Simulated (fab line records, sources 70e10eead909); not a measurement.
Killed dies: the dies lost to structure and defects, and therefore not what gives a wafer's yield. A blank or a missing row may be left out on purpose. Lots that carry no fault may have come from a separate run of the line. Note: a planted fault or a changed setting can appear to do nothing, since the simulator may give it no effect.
Matching of chambers | flow nandHarc | NHARC_A_ONON_D2_DEP_33 on pecvd-03 has 3 sister chambers
The step deposits SiO2, target thk 200 nm. 14 wafers are shown with their chamber, then 6 later ones without.

## WAFERS, EACH WITH ITS CHAMBER
wafer  | chamber | heaterPowerW (W) | throttleValvePct (%)
L420.4 | 2       | 452              | 15.8
L420.5 | 1       | 621              | 15.9
L420.6 | 0       | 477              | 16.2
L421.2 | 2       | 485              | 15.6
L421.3 | 1       | 751              | 15.8
L421.6 | 2       | 482              | 15.8
L422.1 | 0       | 392              | 16.6
L422.3 | 1       | 728              | 16.0
L422.6 | 1       | 727              | 16.1
L427.1 | 2       | 395              | 14.8
L427.4 | 1       | 635              | 16.0
L427.5 | 0       | 523              | 16.3
L437.1 | 1       | 580              | 16.0
L437.6 | 2       | 456              | 15.6

SIGNATURES (means of the wafers above)
reading          | chamber 0 | chamber 1 | chamber 2 | scatter within a chamber
heaterPowerW     | 464.00    | 673.67    | 454.00    | 59.5
throttleValvePct | 16.367    | 15.967    | 15.520    | 0.274
Rule: for a wafer and a chamber, the distance is found by dividing, reading by reading, the gap between the wafer's reading and the chamber's mean by the reading's scatter, squaring, summing and taking the root. If the next closest chamber is less than 2 further off than the closest, the wafer can't be placed; otherwise it belongs to the closest. How the scatter is found: for the shown wafers, subtract from each reading the mean of its chamber, square and add these, divide the total by (wafers less chambers), then take the root.

## WAFERS WITH NO CHAMBER GIVEN
wafer  | heaterPowerW (W) | throttleValvePct (%)
L439.1 | 506              | 16.1
L439.3 | 362              | 15.3
L439.6 | 378              | 15.5
L440.2 | 375              | 15.6
L440.5 | 411              | 15.3
L440.6 | 521              | 16.4

## WHICH CHAMBER EACH ONE RAN IN
wafer  | from the rows above          | in truth
L439.1 | can't be placed: 0 or 2 or 1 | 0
L439.3 | 2                            | 2
L439.6 | 2                            | 2
L440.2 | can't be placed: 2 or 0      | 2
L440.5 | 2                            | 2
L440.6 | 0                            | 0
4 of 6 placed correctly. Not placeable from these rows: 2 (in 2, the candidates include the true chamber). Number placed wrongly: 0.
